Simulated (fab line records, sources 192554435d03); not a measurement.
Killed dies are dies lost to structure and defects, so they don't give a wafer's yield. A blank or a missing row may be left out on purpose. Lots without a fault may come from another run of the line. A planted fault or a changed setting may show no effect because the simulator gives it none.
fab line records | flow n5_finfet | part 1 of 2: steps 1 to 24 of 33
record lots=5 wafers=15 last_day=16
route steps=1938 shown BEOL_M0@734 BEOL_M1@751
lots that met no fault: from a run of the same line without faults
start_h: hours from the record's first day to the start of the lot's first wafer shown | wait_h: hours since the lot's step before | " the same as in the row above | L1.1+2: a row that stands for several wafers | - no value, or no start given | * or withheld: withheld | < > ~ a bound
route shown NAME@n: a module of which the file shows steps, and the number in the route of the first | usual: mean/standard deviation of fault-free wafers | same: alike in all rows | chamber/n: place in a boat | sites: the reading at each site | _std_site: their standard deviation | _edge_site: outer sites' mean less inner sites' | radius_mm: how far each site lies from the wafer's centre | mask NAME#n: copy n | behind: the tool/chamber that last shaped the wafer | hold: why the lot was held/for how many hours/how that ended | device: the transistor (n, p or np) that didn't switch | end of line: the same wafers' tests at the end of the route | a step without rows: its recipe alone | killed: dies lost to structure and defects at the first sort, not the wafer's yield | map: a wafer's dies, x killed, . not, _ none there
set.NAME: the setting as run; set.NAME@STEP: as run at that earlier step | model.NAME: the simulator's own value behind a step, which no gauge read
lots at some steps of the route; a table a step, a row a wafer
services: from which hour (start_h, from the record's first day; less than 0 if before it) a tool's chamber was out of use, for how many hours, and why
## steps
# step N5_BEOL_M0_SPUTTER_116
# recipe material=Cu target_thk_a=40 temp_c=-20 chamber_pressure_pa=0.07 power_w=withheld time_s=7.37
# usual throttle_valve_pct=29.7/0.92
# columns lot.wafer tool chamber start_h wait_h throttle_valve_pct
L074.3 pvd_sputter-03 - 118.13 0.1 31.1
L074.4 " - " " 30.8
L074.5 " - " " 29.7
L082.2 pvd_sputter-02 - 168.25 0.2 27.7
L082.3 " - " " 29.7
L082.6 " - " " 30.6
L086.4 pvd_sputter-01 - 189.17 0.1 30.1
L086.5 " - " " 30.4
L086.6 " - " " 29.1
L087.2 pvd_sputter-02 - 194.05 1.5 30.6
L087.4 " - " " 27.7
L087.6 " - " " 29.9
L093.2 pvd_sputter-01 - 237.21 0.1 29.2
L093.4 " - " " 30.1
L093.5 " - " " 30.1
# step N5_BEOL_M0_ANNEAL_117
# recipe temp_c=400 time_s=60 ambient=vacuum
# usual heater_power_w=836/86
# columns lot.wafer tool chamber start_h wait_h heater_power_w
L074.3 pvd_sputter-03 - 118.21 0.0 893
L074.4 " - " " 669
L074.5 " - " " 856
L082.2 pvd_sputter-02 - 168.33 0.0 777
L082.3 " - " " 884
L082.6 " - " " 738
L086.4 pvd_sputter-01 - 189.25 0.0 978
L086.5 " - " " 962
L086.6 " - " " 835
L087.2 pvd_sputter-02 - 194.13 0.0 738
L087.4 " - " " 813
L087.6 " - " " 918
L093.2 pvd_sputter-01 - 237.29 0.0 836
L093.4 " - " " 983
L093.5 " - " " 842
# step N5_BEOL_M0_SPUTTER_132
# recipe material=Cu target_thk_a=40 temp_c=-20 chamber_pressure_pa=0.07 power_w=withheld time_s=7.37
# usual throttle_valve_pct=29.8/0.95
# columns lot.wafer tool chamber start_h wait_h throttle_valve_pct
L074.3 pvd_sputter-03 - 118.25 0.0 31.7
L074.4 " - " " 30.8
L074.5 " - " " 29.8
L082.2 pvd_sputter-02 - 168.37 0.0 27.7
L082.3 " - " " 29.7
L082.6 " - " " 30.7
L086.4 pvd_sputter-01 - 189.29 0.0 30.4
L086.5 " - " " 30.3
L086.6 " - " " 29.1
L087.2 pvd_sputter-02 - 194.17 0.0 30.6
L087.4 " - " " 27.6
L087.6 " - " " 30.1
L093.2 pvd_sputter-01 - 237.33 0.0 29.0
L093.4 " - " " 30.3
L093.5 " - " " 30.1
# step N5_BEOL_M0_ANNEAL_133
# recipe temp_c=400 time_s=60 ambient=vacuum
# usual heater_power_w=837/88
# columns lot.wafer tool chamber start_h wait_h heater_power_w
L074.3 pvd_sputter-03 - 118.33 0.0 857
L074.4 " - " " 672
L074.5 " - " " 859
L082.2 pvd_sputter-02 - 168.45 0.0 781
L082.3 " - " " 928
L082.6 " - " " 732
L086.4 pvd_sputter-01 - 189.37 0.0 1006
L086.5 " - " " 1010
L086.6 " - " " 838
L087.2 pvd_sputter-02 - 194.25 0.0 771
L087.4 " - " " 768
L087.6 " - " " 925
L093.2 pvd_sputter-01 - 237.41 0.0 862
L093.4 " - " " 992
L093.5 " - " " 865
# step N5_BEOL_M0_SPUTTER_134
# recipe material=Cu target_thk_a=40 temp_c=-20 chamber_pressure_pa=0.07 power_w=withheld time_s=7.37
# usual throttle_valve_pct=29.7/0.94
# columns lot.wafer tool chamber start_h wait_h throttle_valve_pct
L074.3 pvd_sputter-03 - 118.37 0.0 31.5
L074.4 " - " " 30.9
L074.5 " - " " 29.9
L082.2 pvd_sputter-02 - 168.49 0.0 27.8
L082.3 " - " " 29.8
L082.6 " - " " 30.6
L086.4 pvd_sputter-01 - 189.41 0.0 30.5
L086.5 " - " " 30.6
L086.6 " - " " 28.8
L087.2 pvd_sputter-02 - 194.29 0.0 30.4
L087.4 " - " " 27.7
L087.6 " - " " 30.3
L093.2 pvd_sputter-01 - 237.45 0.0 29.1
L093.4 " - " " 30.5
L093.5 " - " " 29.9
# step N5_BEOL_M0_ANNEAL_135
# recipe temp_c=400 time_s=60 ambient=vacuum
# usual heater_power_w=837/86
# columns lot.wafer tool chamber start_h wait_h heater_power_w
L074.3 pvd_sputter-03 - 118.45 0.0 912
L074.4 " - " " 656
L074.5 " - " " 848
L082.2 pvd_sputter-02 - 168.57 0.0 775
L082.3 " - " " 909
L082.6 " - " " 742
L086.4 pvd_sputter-01 - 189.49 0.0 976
L086.5 " - " " 997
L086.6 " - " " 856
L087.2 pvd_sputter-02 - 194.37 0.0 735
L087.4 " - " " 773
L087.6 " - " " 928
L093.2 pvd_sputter-01 - 237.53 0.0 884
L093.4 " - " " 990
L093.5 " - " " 843
# step N5_BEOL_M0_SPUTTER_141
# recipe material=Cu target_thk_a=40 temp_c=-20 chamber_pressure_pa=0.07 power_w=withheld time_s=7.37
# usual throttle_valve_pct=29.7/0.91
# columns lot.wafer tool chamber start_h wait_h throttle_valve_pct
L074.3 pvd_sputter-03 - 118.49 0.0 31.4
L074.4 " - " " 30.5
L074.5 " - " " 30.1
L082.2 pvd_sputter-02 - 168.61 0.0 27.5
L082.3 " - " " 29.9
L082.6 " - " " 30.5
L086.4 pvd_sputter-01 - 189.53 0.0 30.3
L086.5 " - " " 30.3
L086.6 " - " " 29.1
L087.2 pvd_sputter-02 - 194.41 0.0 30.7
L087.4 " - " " 28.0
L087.6 " - " " 29.9
L093.2 pvd_sputter-01 - 237.57 0.0 29.0
L093.4 " - " " 30.4
L093.5 " - " " 30.0
# step N5_BEOL_M0_ECD_118
# recipe material=Cu target_thk_a=3000
# columns lot.wafer tool chamber start_h wait_h
L074.3+4+5 ecd_cu-02 0,1,0 118.63 0.1
L082.2+3+6 ecd_cu-02 0,0,1 168.73 0.1
L086.4+5+6 ecd_cu-01 0,0,1 189.66 0.1
L087.2+4+6 ecd_cu-02 1,0,1 194.53 0.1
L093.2+4+5 ecd_cu-02 0,0,1 237.69 0.1
# step N5_BEOL_M0_ANNEAL_119
# recipe temp_c=225 time_s=90 ambient=N2
# usual wafer_temp_C_max=226.0/0.39
# columns lot.wafer tool chamber start_h wait_h wafer_temp_C_max
L074.3 rtp_anneal-02 0 118.78 0.1 225.7
L074.4 " 0 " " 225.4
L074.5 " 0 " " 225.6
L082.2 rtp_anneal-01 0 168.85 0.1 226.1
L082.3 " 0 " " 226.4
L082.6 " 0 " " 225.6
L086.4 rtp_anneal-02 0 190.06 0.4 225.7
L086.5 " 0 " " 225.6
L086.6 " 0 " " 225.9
L087.2 rtp_anneal-02 0 194.65 0.1 225.8
L087.4 " 0 " " 225.5
L087.6 " 0 " " 225.7
L093.2 rtp_anneal-02 0 239.05 1.3 225.7
L093.4 " 0 " " 226.0
L093.5 " 0 " " 225.6
# step N5_BEOL_M0_CMP_120
# recipe stop_on=SiOC t_overpolish_s=6.9 down_force_psi=1 platen_rpm=50 clearing_platen_down_force_psi=1.5 clearing_platen_rpm=50 post_cmp_clean=cu_alkaline clearing_platen_pad_velocity_m_s=0.99484 pad_velocity_m_s=0.99484
# usual barrier_field_endpoint_s=3.65/0.12 edge_zone_pressure_frac=1.000/0.0046 motor_current_A=6.1/0.41 overpolish_run_s=6.900/0.0082 retaining_ring_pressure_frac=0.999/0.0045 time_to_endpoint_s=62.4/2.9
# columns lot.wafer tool chamber start_h wait_h barrier_field_endpoint_s edge_zone_pressure_frac motor_current_A overpolish_run_s retaining_ring_pressure_frac time_to_endpoint_s
L074.4 cmp-03 2 119.06 0.2 3.87 0.999 6.4 6.896 0.998 60.4
L074.3 " 3 " " 3.83 0.996 6.8 6.904 1.000 61.7
L074.5 " 0 " " 3.84 0.989 6.0 6.896 0.992 60.8
L082.3 cmp-03 1 169.18 0.2 3.67 0.995 5.3 6.900 0.998 65.1
L082.2 " 2 " " 3.61 0.989 5.9 6.901 0.998 64.2
L082.6 " 0 " " 3.72 1.001 6.0 6.906 0.999 64.8
L086.4 cmp-03 0 190.34 0.2 3.51 0.999 5.8 6.904 1.000 62.8
L086.5 " 1 " " 3.44 0.996 5.3 6.899 0.997 59.1
L086.6 " 2 " " 3.55 1.000 6.3 6.895 1.003 61.8
L087.4 cmp-04 3 194.90 0.1 3.54 1.007 6.2 6.908 1.000 63.9
L087.2 " 0 " " 3.38 0.997 6.1 6.901 0.998 59.6
L087.6 " 3 " " 3.56 1.002 6.6 6.890 1.002 62.1
L093.4 cmp-04 1 239.39 0.2 3.63 0.998 6.2 6.894 0.999 62.9
L093.2 " 2 " " 3.60 1.007 5.9 6.890 1.001 60.9
L093.5 " 3 " " 3.59 0.990 6.1 6.886 1.002 62.9
# step N5_BEOL_M0_PRE_CLEAN_131
# recipe gas=NH3/H2 time_s=15 temp_c=* rf_power_w=300
# usual heater_power_w=84/11
# columns lot.wafer tool chamber start_h wait_h heater_power_w
L074.3 cvd_co-01 2 119.34 0.1 93
L074.4 " 0 " " 90
L074.5 " 2 " " 90
L082.2 cvd_co-01 1 169.43 0.0 66
L082.3 " 2 " " 94
L082.6 " 1 " " 66
L086.4 cvd_co-02 2 190.57 0.1 92
L086.5 " 1 " " 71
L086.6 " 0 " " 87
L087.2 cvd_co-01 2 195.24 0.0 92
L087.4 " 1 " " 64
L087.6 " 0 " " 91
L093.2 cvd_co-01 2 239.65 0.0 92
L093.4 " 0 " " 93
L093.5 " 1 " " 64
# step N5_BEOL_M0_CO_CAP_123
# recipe material=Co target_thk_a=20 temp_c=200 precursor=CCTBA/H2 pressure_torr=30 time_s=102.1
# usual chamber_pressure_Torr=30.01/0.059 heater_power_w=234/14
# columns lot.wafer tool chamber start_h wait_h chamber_pressure_Torr heater_power_w
L074.3 cvd_co-01 2 119.38 0.0 30.07 244
L074.4 " 0 " " 30.01 246
L074.5 " 2 " " 30.00 243
L082.2 cvd_co-01 1 169.47 0.0 29.98 210
L082.3 " 2 " " 30.15 252
L082.6 " 1 " " 29.94 208
L086.4 cvd_co-02 2 190.63 0.0 30.05 246
L086.5 " 1 " " 30.02 221
L086.6 " 0 " " 30.10 242
L087.2 cvd_co-01 2 195.28 0.0 29.95 244
L087.4 " 1 " " 30.13 212
L087.6 " 0 " " 29.95 242
L093.2 cvd_co-01 2 239.69 0.0 30.00 240
L093.4 " 0 " " 30.02 239
L093.5 " 1 " " 30.01 211
# step N5_BEOL_M0_PRE_CLEAN_124
# recipe gas=NH3 time_s=15 temp_c=withheld rf_power_w=300
# columns lot.wafer tool chamber start_h wait_h
L074.3+4+5 pecvd-01 1,0,1 119.48 0.1
L082.2+3+6 pecvd-04 1,0,0 169.57 0.1
L086.4+5+6 pecvd-02 0,1,2 190.70 0.0
L087.2+4+6 pecvd-02 0,2,1 195.37 0.1
L093.2+4+5 pecvd-04 0,0,1 239.78 0.1
# step N5_BEOL_M0_DEP_125
# recipe material=SiCN target_thk_a=80 temp_c=withheld precursor=3MS/NH3 pressure_torr=3 rf_w=202 time_s=14
# usual chamber_pressure_Torr=3.001/0.0065 showerhead_plenum_p_Torr=3.663/0.0099 throttle_valve_pct=9.3/0.54
# columns lot.wafer tool chamber start_h wait_h chamber_pressure_Torr showerhead_plenum_p_Torr throttle_valve_pct
L074.3 pecvd-01 1 119.50 0.0 3.002 3.646 9.7
L074.4 " 0 " " 2.998 3.661 9.7
L074.5 " 1 " " 3.010 3.661 9.6
L082.2 pecvd-04 1 169.59 0.0 3.012 3.645 9.3
L082.3 " 0 " " 2.998 3.667 9.3
L082.6 " 0 " " 3.010 3.674 9.5
L086.4 pecvd-02 0 190.73 0.0 2.984 3.672 9.4
L086.5 " 1 " " 3.012 3.653 8.6
L086.6 " 2 " " 2.986 3.665 8.6
L087.2 pecvd-02 0 195.39 0.0 2.994 3.668 9.2
L087.4 " 2 " " 3.010 3.674 8.8
L087.6 " 1 " " 2.997 3.662 8.7
L093.2 pecvd-04 0 239.80 0.0 2.999 3.668 9.4
L093.4 " 0 " " 2.987 3.660 9.2
L093.5 " 1 " " 3.002 3.648 9.7
# step N5_BEOL_M0_RS_MEAS_126
# recipe thk_meas_gauge=four-point-probe reads=Co_of_BEOL_M0_CO_CAP_123+Cu_of_BEOL_M0_ECD_118+Co_of_BEOL_M0_CVD_115+TaN_of_BEOL_M0_ALD_136
# usual M0_RS=0.531/0.015
# columns lot.wafer tool chamber start_h wait_h M0_RS[ohm/sq]
L074.3 film_metro-01 - 119.57 0.1 0.548
L074.4 " - " " 0.540
L074.5 " - " " 0.537
L082.2 film_metro-01 - 169.66 0.1 0.556
L082.3 " - " " 0.533
L082.6 " - " " 0.527
L086.4 film_metro-01 - 190.78 0.0 0.509
L086.5 " - " " 0.527
L086.6 " - " " 0.490
L087.2 film_metro-02 - 195.46 0.1 0.549
L087.4 " - " " 0.519
L087.6 " - " " 0.533
L093.2 film_metro-01 - 239.87 0.1 0.537
L093.4 " - " " 0.534
L093.5 " - " " 0.525
# step N5_BEOL_M0_INSPECT_127
# recipe inspect_instrument=darkfield mode=post_dep
# usual raw_defect_count=72/22
# columns lot.wafer tool chamber start_h wait_h raw_defect_count
L074.3 defect_inspect-01 - 119.60 0.0 77
L074.4 " - " " 63
L074.5 " - " " 44
L082.2 defect_inspect-02 - 169.68 0.0 76
L082.3 " - " " 68
L082.6 " - " " 77
L086.4 defect_inspect-01 - 190.81 0.0 72
L086.5 " - " " 45
L086.6 " - " " 51
L087.2 defect_inspect-02 - 195.49 0.0 64
L087.4 " - " " 55
L087.6 " - " " 64
L093.2 defect_inspect-02 - 239.90 0.0 67
L093.4 " - " " 46
L093.5 " - " " 103
# step N5_BEOL_M1_ILD_DEP_00
# recipe material=SiOC target_thk_a=790 temp_c=350 precursor=DEMS/O2 pressure_torr=5 rf_w=500 time_s=15.3
# usual chamber_pressure_Torr=5.000/0.011 heater_power_w=492/64 showerhead_plenum_p_Torr=5.693/0.014 throttle_valve_pct=12.3/0.63
# columns lot.wafer tool chamber start_h wait_h chamber_pressure_Torr heater_power_w showerhead_plenum_p_Torr throttle_valve_pct
L074.3 pecvd-01 2 119.63 0.0 4.994 489 5.722 13.4
L074.4 " 2 " " 4.987 496 5.696 13.4
L074.5 " 0 " " 5.007 517 5.674 12.5
L082.2 pecvd-01 0 169.72 0.0 5.011 568 5.698 13.0
L082.3 " 1 " " 5.007 471 5.686 12.7
L082.6 " 0 " " 4.995 469 5.678 13.1
L086.4 pecvd-02 0 190.86 0.1 5.015 598 5.688 12.3
L086.5 " 1 " " 5.001 357 5.697 11.6
L086.6 " 2 " " 5.006 421 5.704 11.2
L087.2 pecvd-01 1 195.52 0.0 4.992 447 5.683 12.8
L087.4 " 1 " " 5.016 459 5.681 12.6
L087.6 " 0 " " 4.994 523 5.675 12.8
L093.2 pecvd-01 0 239.93 0.0 5.002 559 5.694 13.2
L093.4 " 1 " " 5.007 407 5.670 12.6
L093.5 " 0 " " 5.008 559 5.702 13.2
# step N5_BEOL_M1_THK_MEAS_01
# recipe reads=SiOC_of_BEOL_M1_ILD_DEP_00
# usual M1_ILD_THK=78.8/0.9
# columns lot.wafer tool chamber start_h wait_h M1_ILD_THK[nm]
L074.3 film_metro-01 - 119.70 0.1 78.9
L074.4 " - " " 80.0
L074.5 " - " " 81.2
L082.2 film_metro-01 - 169.79 0.1 79.3
L082.3 " - " " 78.1
L082.6 " - " " 80.6
L086.4 film_metro-01 - 190.91 0.0 79.7
L086.5 " - " " 80.0
L086.6 " - " " 79.2
L087.2 film_metro-01 - 195.59 0.1 78.4
L087.4 " - " " 79.1
L087.6 " - " " 79.9
L093.2 film_metro-02 - 240.00 0.1 78.1
L093.4 " - " " 79.8
L093.5 " - " " 79.6
# step N5_BEOL_M1_PECVD_72
# recipe material=SiO2 target_thk_a=160 temp_c=400 precursor=TEOS/O2 pressure_torr=5.5 rf_w=450 teos_flow_sccm=53.8 gas=O2 flow_sccm=3000 time_s=18
# usual chamber_pressure_Torr=5.500/0.014 heater_power_w=739/85 showerhead_plenum_p_Torr=8.78/0.052 throttle_valve_pct=22.8/1.2
# columns lot.wafer tool chamber start_h wait_h chamber_pressure_Torr heater_power_w showerhead_plenum_p_Torr throttle_valve_pct
L074.3 pecvd-02 0 119.74 0.0 5.496 843 8.80 22.7
L074.4 " 1 " " 5.493 560 8.74 21.2
L074.5 " 0 " " 5.503 833 8.83 22.8
L082.2 pecvd-02 1 169.82 0.0 5.527 639 8.73 21.5
L082.3 " 0 " " 5.470 829 8.82 22.7
L082.6 " 0 " " 5.481 857 8.82 22.6
L086.4 pecvd-01 1 190.96 0.1 5.490 672 8.76 23.3
L086.5 " 2 " " 5.500 681 8.81 24.9
L086.6 " 0 " " 5.502 787 8.77 24.4
L087.2 pecvd-02 1 195.63 0.0 5.516 584 8.73 21.3
L087.4 " 1 " " 5.492 585 8.72 21.5
L087.6 " 0 " " 5.502 878 8.83 22.7
L093.2 pecvd-02 2 240.04 0.0 5.496 655 8.80 21.3
L093.4 " 1 " " 5.512 549 8.73 21.6
L093.5 " 2 " " 5.522 672 8.80 21.1
# step N5_BEOL_M1_HM_DEP_02
# recipe material=TiN target_thk_a=200 temp_c=25 chamber_pressure_pa=0.49996
# usual throttle_valve_pct=29.7/1
# columns lot.wafer tool chamber start_h wait_h throttle_valve_pct
L074.3 pvd_sputter-02 - 121.11 1.4 29.9
L074.4 " - " " 27.9
L074.5 " - " " 29.8
L082.2 pvd_sputter-03 - 171.39 1.5 30.6
L082.3 " - " " 28.8
L082.6 " - " " 28.8
L086.4 pvd_sputter-02 - 191.45 0.5 29.6
L086.5 " - " " 30.6
L086.6 " - " " 29.8
L087.2 pvd_sputter-02 - 197.97 2.3 29.9
L087.4 " - " " 27.6
L087.6 " - " " 30.0
L093.2 pvd_sputter-03 - 242.48 2.4 30.0
L093.4 " - " " 30.9
L093.5 " - " " 29.8
# step N5_BEOL_M1_COAT_61
# recipe resist=SOC temp_c=250 time_s=60 spin_rpm=1500 resist_thk_nm=60
# usual heater_power_total_W=500.4/1.8 plate_temp_C=249.97/0.18
# columns lot.wafer tool chamber start_h wait_h heater_power_total_W plate_temp_C
L074.3 litho_track-01 0 121.23 0.1 500.9 250.09
L074.4 " 0 " " 501.0 249.93
L074.5 " 0 " " 500.2 249.83
L082.2 litho_track-02 0 171.51 0.1 503.3 250.04
L082.3 " 0 " " 497.6 249.83
L082.6 " 0 " " 497.9 249.78
L086.4 litho_track-02 0 191.58 0.1 498.3 250.08
L086.5 " 0 " " 500.5 250.14
L086.6 " 0 " " 501.3 250.24
L087.2 litho_track-02 0 198.10 0.1 498.9 249.93
L087.4 " 0 " " 499.6 249.83
L087.6 " 0 " " 502.5 249.70
L093.2 litho_track-01 0 242.61 0.1 499.0 249.96
L093.4 " 0 " " 503.0 249.90
L093.5 " 0 " " 501.7 250.14
# step N5_BEOL_M1_COAT_62
# recipe resist=SiARC temp_c=220 time_s=60 spin_rpm=1500 resist_thk_nm=12
# usual heater_power_total_W=427.5/2.1 plate_temp_C=219.99/0.17
# columns lot.wafer tool chamber start_h wait_h heater_power_total_W plate_temp_C
L074.3 litho_track-01 0 - - 430.8 219.65
L074.4 " 0 " " 429.3 219.79
L074.5 " 0 " " 427.1 220.00
L082.2 litho_track-02 0 - - 427.2 219.86
L082.3 " 0 " " 430.2 219.78
L082.6 " 0 " " 424.4 219.79
L086.4 litho_track-02 0 - - 427.8 220.18
L086.5 " 0 " " 426.4 220.16
L086.6 " 0 " " 429.7 220.16
L087.2 litho_track-02 0 - - 426.5 219.91
L087.4 " 0 " " 428.9 220.14
L087.6 " 0 " " 429.4 220.05
L093.2 litho_track-01 0 - - 429.8 219.72
L093.4 " 0 " " 425.0 219.85
L093.5 " 0 " " 430.2 219.72
# step N5_BEOL_M1_COAT_73
# recipe resist=underlayer temp_c=205 time_s=60 spin_rpm=1500 resist_thk_nm=5
# usual heater_power_total_W=391.7/1.3 plate_temp_C=204.94/0.15
# columns lot.wafer tool chamber start_h wait_h heater_power_total_W plate_temp_C
L074.3 litho_track-01 0 - - 390.2 204.76
L074.4 " 0 " " 393.3 204.92
L074.5 " 0 " " 391.9 205.01
L082.2 litho_track-02 0 - - 390.4 204.64
L082.3 " 0 " " 393.4 204.87
L082.6 " 0 " " 392.9 205.02
L086.4 litho_track-02 0 - - 393.1 205.15
L086.5 " 0 " " 389.8 205.02
L086.6 " 0 " " 391.3 204.92
L087.2 litho_track-02 0 - - 393.3 205.00
L087.4 " 0 " " 392.4 204.91
L087.6 " 0 " " 390.0 205.17
L093.2 litho_track-01 0 - - 390.1 205.17
L093.4 " 0 " " 392.9 204.95
L093.5 " 0 " " 391.8 205.28
# step N5_BEOL_M1_COAT_05
# recipe resist=CAR-EUV spin_rpm=1500 resist_thk_nm=30
# columns lot.wafer tool chamber start_h wait_h
L074.3+4+5 litho_track-01 0 - -
L082.2+3+6 litho_track-02 0 - -
L086.4+5+6 litho_track-02 0 - -
L087.2+4+6 litho_track-02 0 - -
L093.2+4+5 litho_track-01 0 - -
